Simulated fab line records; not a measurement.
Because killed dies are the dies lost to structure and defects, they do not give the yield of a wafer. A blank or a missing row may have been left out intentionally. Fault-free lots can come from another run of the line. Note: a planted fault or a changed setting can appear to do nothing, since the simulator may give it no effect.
fab line records + flow n5Finfet
record
- lots=4
- wafers=10
- lastDay=16
route steps=1938 shown STI_FIN_REVEAL@209 DUMMY_GATE@212 BEOL_M4@1111 PASSIVATION@1936
lots that met no fault: from a run of the same line without faults
startH: start of the lot's first displayed wafer, in hours after the record's first day + waitH: hours from the lot's prior step to this one + " unchanged from the row above + L1.1+2: one row covering several wafers at once + - value missing, or start not given + * or withheld: withheld + < > ~ a bound
route shown NAME@n: a module of which the file shows steps, and the number in the route of the first + usual: mean/standard deviation taken from wafers without a fault + same: alike in all rows + chamber/n: place in a boat + sites: per-site readings + _std_site: their standard deviation + _edge_site: outer sites' mean less inner sites' + radiusMm: for every site, how far away it sits from the centre of the wafer + mask NAME#n: copy n + behind: the last tool/chamber to shape the wafer + hold: the reason the lot was held/the length of the hold in hours/how it ended + device: the n, p or np transistor that did not switch + end of line: tests of these same wafers at the route's end + a step given without rows: its recipe and nothing more + killed: count of dies lost to structure and defects at first sort (not the wafer's yield) + map: shows each die of a wafer: x if killed, . if not, _ if none is there
set.NAME: the run value of the setting; set.NAME@STEP: its run value at that earlier step + model.NAME: the simulator's own value behind a step, which no gauge read
lots at selected steps of the route; one table per step, one row per wafer
services: from which hour (startH, from the record's first day; less than 0 if before it) a tool's chamber was out of use, for how many hours, and why
## steps
# step N5_STI_FIN_REVEAL_PRECLEAN_18
# recipe
- chemistry=SC2
- timeS=45
- tempC=35
- mix=1:1:50
# step N5_STI_FIN_REVEAL_SRD_28
# recipe
- dry=ipaMarangoni
- timeS=30
- tempC=23
- rinseLiquid=diw
# step N5_DUMMY_GATE_PRECLEAN_00
# recipe
- chemistry=O3/DIW
- timeS=60
- tempC=22
- o3Ppm=10
# step N5_DUMMY_GATE_SRD_01
# recipe
- timeS=30
- tempC=23
- rinseLiquid=diw
- dry=ipaMarangoni
# step N5_DUMMY_GATE_ALD_02
# recipe
- material=SiO2
- targetThkA=20
- tempC=300
- aldPrecursorFamily=BDEAS
- aldCoReactant=O2-plasma
- pulseTimeS=1
- pressureTorr=2
# step N5_DUMMY_GATE_CVD_03
# recipe
- material=a-Si
- targetThkA=1500
- tempC=530
- precursor=SiH4
- timeS=8042
# step N5_DUMMY_GATE_PRECLEAN_46
# recipe
- chemistry=DIW
- timeS=89.5
- tempC=23
# step N5_DUMMY_GATE_SRD_47
# recipe
- dryTimeS=32
- dry=n2Spin
- spinRpm=1500
# step N5_DUMMY_GATE_CMP_04
# recipe
- material=a-Si
- postCmpClean=alkalineBrush
# step N5_DUMMY_GATE_HM_DEP_06
# recipe
- material=SiNx
- targetThkA=800
- precursor=DCS/NH3
- tempC=700
- pressureMtorr=300
- timeS=5141
# step N5_DUMMY_GATE_PECVD_30
# recipe
- material=SiO2
- targetThkA=550
- tempC=400
- precursor=TEOS/O2
- pressureTorr=6.5
- rfW=withheld
- teosFlowSccm=withheld
- gas=O2
- flowSccm=2650
- timeS=10.8
| lot.wafer | tool     | chamber | startH | waitH | model.SiO2_of_DUMMY_GATE_PECVD_30.thkNm |
|-----------|----------|---------|--------|-------|-----------------------------------------|
| L616.2    | pecvd-04 | 2       | 58.61  | 0.0   | 55.2                                    |
| L616.4    | "        | 1       | "      | "     | 56.2                                    |
| L616.6    | "        | 2       | "      | "     | 57                                      |
| L620.1    | pecvd-04 | 1       | 81.21  | 0.0   | 52.8                                    |
| L620.2    | "        | 2       | "      | "     | 54.8                                    |
| L622.1    | pecvd-04 | 0       | 92.66  | 0.0   | 51.8                                    |
| L622.4    | "        | 0       | "      | "     | 54.6                                    |
| L635.2    | pecvd-03 | 0       | 172.55 | 0.0   | 53.2                                    |
| L635.5    | "        | 1       | "      | "     | 54.6                                    |
| L635.6    | "        | 0       | "      | "     | 54                                      |
# step N5_DUMMY_GATE_COAT_34
# recipe
- resist=SOC
- tempC=250
- timeS=60
- spinRpm=1500
- resistThkNm=60
# step N5_DUMMY_GATE_COAT_35
# recipe
- resist=SiARC
- tempC=220
- timeS=60
- spinRpm=1500
- resistThkNm=10
# step N5_DUMMY_GATE_COAT_28
# recipe
- resist=underlayer
- tempC=205
- timeS=60
- spinRpm=1500
- resistThkNm=10
# step N5_DUMMY_GATE_COAT_09
# recipe
- resist=CAR-EUV
- spinRpm=1500
- resistThkNm=30
# step N5_DUMMY_GATE_EBR_11
# recipe
- solvent=PGMEA
- ebrWidthMm=1.5
# step N5_DUMMY_GATE_SOFTBAKE_10
# recipe
- tempC=110
- timeS=60
- resist=CAR-EUV
# step N5_DUMMY_GATE_EXPOSE_12
# recipe
- maskId=GATE
- na=0.33
- sourceShape=annular
- sigmaInner=0.2
- sigmaOuter=0.6
- polarization=unpolarized
- targetCdNm=25
- doseMj=34
# step N5_DUMMY_GATE_PEB_13
# recipe
- pebTempC=100
- pebTimeS=60
- resist=CAR-EUV
# step N5_DUMMY_GATE_DEVELOP_14
# recipe
- developTimeS=30
- developer=TMAH
- resist=CAR-EUV
- rinseLiquid=surfactantRinse
- dry=airSpin
- devTempC=23
# step N5_DUMMY_GATE_DESCUM_20
# recipe
- chemistry=O2
- timeS=6.2
- sourcePowerW=50
- biasPowerW=20
- pressureMtorr=20
- rfFrequencyHz=2.712e+07
- tempC=40
- resist=CAR-EUV
- o2FlowSccm=225
# step N5_DUMMY_GATE_ETCH_29
# recipe
- chemistry=N2/H2
- target=underlayer
- targetDepthA=130
- ionEnergyEv=200
- pressureMtorr=30
- sourceW=840
- biasW=150
- n2FlowSccm=200
- h2FlowSccm=200
# step N5_DUMMY_GATE_ETCH_36
# recipe
- chemistry=CF4
- target=SiARC
- targetDepthA=130
- pressureMtorr=40
- sourceW=545
- biasW=36
- Ar_flow_sccm=100
- cf4FlowSccm=100
- ionEnergyEv=80
# step N5_DUMMY_GATE_ETCH_37
# recipe
- chemistry=N2/H2
- target=SOC
- targetDepthA=600
- overetchA=300
- tempC=40
- ionEnergyEv=200
- pressureMtorr=30
- sourceW=840
- biasW=150
- n2FlowSccm=200
- h2FlowSccm=200
# step N5_DUMMY_GATE_STRIP_38
# recipe
- chemistry=N2/H2
- tempC=40
- n2FlowSccm=200
- h2FlowSccm=200
- rfFrequencyHz=6e+07
# step N5_DUMMY_GATE_STRIP_39
# recipe
- chemistry=N2/H2
- tempC=40
- n2FlowSccm=200
- h2FlowSccm=200
- rfFrequencyHz=6e+07
# step N5_DUMMY_GATE_TRIM_49
# recipe
- chemistry=O2
- resist=SOC
- timeS=29
- targetCdNm=14
- sourcePowerW=300
- biasPowerW=0
- O2_flow_sccm=100
- tempC=20
# step N5_DUMMY_GATE_STRIP_40
# recipe
- chemistry=CF4
- resist=SiARC
- powerW=300
- biasPowerW=75
- pressureMtorr=50
- cf4FlowSccm=150
- rfFrequencyHz=6e+07
# step N5_DUMMY_GATE_ETCH_31
# recipe
- chemistry=C4F6/O2
- target=SiO2
- maskMaterial=SOC
- targetDepthA=825
- timeS=27.5
- ionEnergyEv=250
- pressureMtorr=30
- sourceW=345
- biasW=185
- Ar_flow_sccm=300
- C4F6_flow_sccm=10
- O2_flow_sccm=10
# step N5_DUMMY_GATE_STRIP_41
# recipe
- chemistry=O2
- powerW=400
- tempC=40
- pressureMtorr=30
- rfFrequencyHz=6e+07
- biasPowerW=0
- overashFraction=0.3
- o2FlowSccm=225
# step N5_DUMMY_GATE_HM_OPEN_21
# recipe
- chemistry=CH3F/O2
- target=SiNx
- targetDepthA=1200
- Ar_flow_sccm=150
- CH3F_flow_sccm=30
- O2_flow_sccm=23
- timeS=171.4
- pressureMtorr=30
- sourceW=395
- biasW=73
- ionEnergyEv=120.7
# step N5_DUMMY_GATE_ETCH_32
# recipe
- chemistry=CF4
- target=SiO2
- targetDepthA=35
- timeS=3.9
- ionEnergyEv=350
- pressureMtorr=10
- icpW=800
- biasW=400
- cf4FlowSccm=80
# step N5_DUMMY_GATE_ETCH_23
# recipe
- chemistry=HBr/Cl2/O2
- HBr_flow_sccm=150
- Cl2_flow_sccm=80
- O2_flow_sccm=12
- biasW=102
- targetDepthA=410
- timeS=22.3
- target=poly-Si
- maskMaterial=SiO2
- pressureMtorr=10
- icpW=800
# step N5_DUMMY_GATE_ETCH_44
# recipe
- chemistry=HBr/O2
- overEtchFrac=0.7
- targetDepthA=1275
- stopOn=SiO2
- ionEnergyEv=60
- biasW=20
- target=poly-Si
- maskMaterial=SiO2
- pressureMtorr=20
- icpW=400
- HBr_flow_sccm=120
- O2_flow_sccm=10
# usual
- drypumpMotorCurrentA=5.6/0.36
- heBacksideLeakSccm=2.8/0.34
- oesProductAu=0.726/0.015
- throttleValvePct=18.47/0.19
| lot.wafer | tool     | chamber | startH | waitH | drypumpMotorCurrentA | heBacksideLeakSccm | oesProductAu | rfHoursCounterH | throttleValvePct | model.SiO2_of_DUMMY_GATE_PECVD_30.thkNm |
|-----------|----------|---------|--------|-------|----------------------|--------------------|--------------|-----------------|------------------|-----------------------------------------|
| L616.2    | rieSi-02 | 3       | 60.04  | 0.0   | 5.5                  | 2.8                | 0.705        | 177             | 18.43            | 38.4                                    |
| L616.4    | "        | 0       | "      | "     | 5.7                  | 3.3                | 0.724        | 140             | 18.43            | 39.2                                    |
| L616.6    | "        | 1       | "      | "     | 5.7                  | 2.3                | 0.738        | -               | 18.16            | 40                                      |
| L620.1    | rieSi-05 | 0       | 82.61  | 0.0   | 6.0                  | 2.9                | 0.712        | 193             | 18.72            | 35.6                                    |
| L620.2    | "        | 2       | "      | "     | 5.3                  | 2.9                | 0.744        | 50              | 18.41            | 38                                      |
| L622.1    | rieSi-02 | 2       | 94.38  | 0.0   | 5.4                  | 2.5                | 0.738        | 178             | 18.46            | 34.8                                    |
| L622.4    | "        | 1       | "      | "     | 5.7                  | 2.3                | 0.741        | -               | 18.16            | 37.4                                    |
| L635.2    | rieSi-02 | 2       | 173.76 | 0.0   | 5.4                  | 2.7                | 0.741        | 179             | 18.47            | 36.2                                    |
| L635.5    | "        | 0       | "      | "     | 5.8                  | 3.4                | 0.726        | -               | 18.43            | 37.6                                    |
| L635.6    | "        | 3       | "      | "     | 5.5                  | 2.9                | 0.701        | -               | 18.42            | 37.2                                    |
# step N5_BEOL_M4_RC_MEAS_101
# usual
- DIBL_N=36.5/1.4
- DIBL_P=36.6/1.9
- IOFF_N=0.167/0.029
- IOFF_P=0.21/0.033
- ION_N=674/12
- ION_P=460/8.9
- SS_N=71.6/0.57
- SS_P=73.4/0.61
- VT_N=249/3.3
- VT_P=-250/3.3
| lot.wafer | tool      | chamber | startH | waitH | DIBL_N[mV/V] | DIBL_P[mV/V] | IOFF_N[nA/um] | IOFF_P[nA/um] | ION_N[uA/um] | ION_P[uA/um] | SS_N[mV/dec] | SS_P[mV/dec] | VT_N[mV] | VT_P[mV] |
|-----------|-----------|---------|--------|-------|--------------|--------------|---------------|---------------|--------------|--------------|--------------|--------------|----------|----------|
| L616.2    | prober-02 | 0       | 178.52 | 0.2   | 37.4         | 37.6         | 0.212         | 0.22          | 686          | 465          | 71.4         | 73.6         | 242      | -249     |
| L616.4    | "         | 0       | "      | "     | 39.0         | 39.3         | 0.233         | 0.27          | 683          | 462          | 72.7         | 74.2         | 242      | -247     |
| L616.6    | "         | 0       | "      | "     | 35.4         | 35.3         | 0.149         | 0.19          | 661          | 456          | 71.3         | 73.7         | 250      | -251     |
| L620.1    | prober-01 | 0       | 203.76 | 0.0   | 35.0         | 35.7         | 0.160         | 0.21          | 663          | 453          | 71.6         | 73.3         | 248      | -248     |
| L620.2    | "         | 0       | "      | "     | 36.1         | 36.4         | 0.167         | 0.21          | 683          | 464          | 72.5         | 74.3         | 251      | -254     |
| L622.1    | prober-02 | 0       | 210.20 | 0.0   | 37.9         | 38.3         | 0.204         | 0.24          | 688          | 470          | 72.7         | 73.8         | 243      | -248     |
| L622.4    | "         | 0       | "      | "     | 34.2         | 34.0         | 0.130         | 0.18          | 657          | 453          | 71.4         | 72.8         | 251      | -252     |
| L635.2    | prober-02 | 0       | 295.33 | 0.2   | 36.9         | 38.4         | 0.195         | 0.26          | 682          | 473          | 71.7         | 73.6         | 243      | -246     |
| L635.5    | "         | 0       | "      | "     | 34.3         | 34.8         | 0.140         | 0.20          | 667          | 461          | 70.7         | 73.1         | 251      | -251     |
| L635.6    | "         | 0       | "      | "     | 37.8         | 39.7         | 0.221         | 0.30          | 698          | 475          | 71.8         | 74.1         | 243      | -245     |
# step N5_PASSIVATION_PROBE_49
# usual
- defectLimitedYield=91.2/1.6
- killed_at_M0_to_M3=34/11
- killed_at_M4_up=14/5.7
- killedAtContacts=14/6.6
- killedAtFrontEnd=37/10
- killedAtOther=4/3.2
- killedDies=104/19
- killedOpen=69/13
- killedShort=33/8.7
- sort_bin_5_function=5.1/1
- sort_bin_6_memory=3.3/0.76
- sortNPass=1076/19
- sortYieldPct=91.2/1.6
# same
- grossDies=1180
- killedAtBackSide=0
- sort_bin_4_leakage[%]=0
- sort_bin_8_speed[%]=0
| lot.wafer | tool      | chamber | startH | waitH | defectLimitedYield[%] | killed_at_M0_to_M3 | killed_at_M4_up | killedAtContacts | killedAtFrontEnd | killedAtOther | killedDies | killedOpen | killedShort | sort_bin_5_function[%] | sort_bin_6_memory[%] | sortNPass | sortYieldPct[%] |
|-----------|-----------|---------|--------|-------|-----------------------|--------------------|-----------------|------------------|------------------|---------------|------------|------------|-------------|------------------------|----------------------|-----------|-----------------|
| L622.1    | prober-02 | -       | 308.69 | 0.0   | 92.8                  | 31                 | 16              | 11               | 23               | 4             | 85         | 55         | 29          | 3.9                    | 3.1                  | 1095      | 92.8            |
| L622.4    | prober-02 | -       | 308.84 | 0.2   | 92.7                  | 33                 | 10              | 15               | 26               | 2             | 86         | 63         | 22          | 4.7                    | 2.6                  | 1094      | 92.7            |
# killed by level:class
L622.1 MOL_CONTACT_COAG:geometricParticle:open=8 BEOL_M4:geometricParticle:open=8 BEOL_M0_SAQP:geometricParticle:short=7 BEOL_M0_SAQP:geometricParticle:open=6 BEOL_M1:geometricParticle:open=5 BEOL_M2:geometricParticle:open=5 STARTING-WAFER:geometricParticle:short=5 FIN_SAQP:geometricParticle:short=3
L622.4 MOL_CONTACT_COAG:geometricParticle:open=15 BEOL_M1:geometricParticle:open=9 BEOL_M0_SAQP:geometricParticle:open=6 BEOL_M2:geometricParticle:open=5 BEOL_M3:geometricParticle:open=5 STI_FIN_REVEAL:geometricParticle:short=4 GATE_CUT:geometricParticle:short=4 GATE_CUT:geometricParticle:open=4
## services
| tool     | chamber | startH | hours | kind          |
|----------|---------|--------|-------|---------------|
| pecvd-03 | 2       | 68.40  | 2.1   | scheduledDown |
| pecvd-03 | -       | 73.64  | 0.5   | repair        |
| rieSi-02 | 1       | 80.68  | 5.7   | repair        |
| pecvd-03 | -       | 83.36  | 1.5   | repair        |
| pecvd-03 | 0       | 92.08  | 2.8   | repair        |
| rieSi-02 | 3       | 92.27  | 2.7   | repair        |
| rieSi-05 | 1       | 105.88 | -     | clean         |
| rieSi-05 | 1       | 105.88 | 23.8  | scheduledDown |
| rieSi-05 | 1       | 105.88 | 23.8  | ventCycle     |
| pecvd-04 | -       | 120.08 | 3.5   | repair        |
| rieSi-05 | 0       | 146.12 | -     | clean         |
| rieSi-05 | 0       | 146.12 | 25.2  | scheduledDown |
| rieSi-05 | 0       | 146.12 | 25.2  | ventCycle     |
| pecvd-03 | 1       | 157.84 | 3.6   | repair        |
## key
firstSign none at tools or gauges
modelEffect
- step=N5_DUMMY_GATE_PECVD_30
- value=SiO2_of_DUMMY_GATE_PECVD_30.thkNm
- without=54
- struck=52.3
modelEffect
- step=N5_DUMMY_GATE_ETCH_44
- value=SiO2_of_DUMMY_GATE_PECVD_30.thkNm
- without=36.9
- struck=35.2
metAt N5_DUMMY_GATE_PECVD_30
struckWafers L620.1,L622.1
onsetBetween 58.61 81.21
fault
- kind=processParameterDrift
- tool=pecvd-04
- chamber=-
- onsetH=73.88
- steps=N5_DUMMY_GATE_PECVD_30
- channel=timeS
- offset=*
- shape=step
- endH=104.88
- scope=struckWafersOnly
- actsIn=*
- stated=*
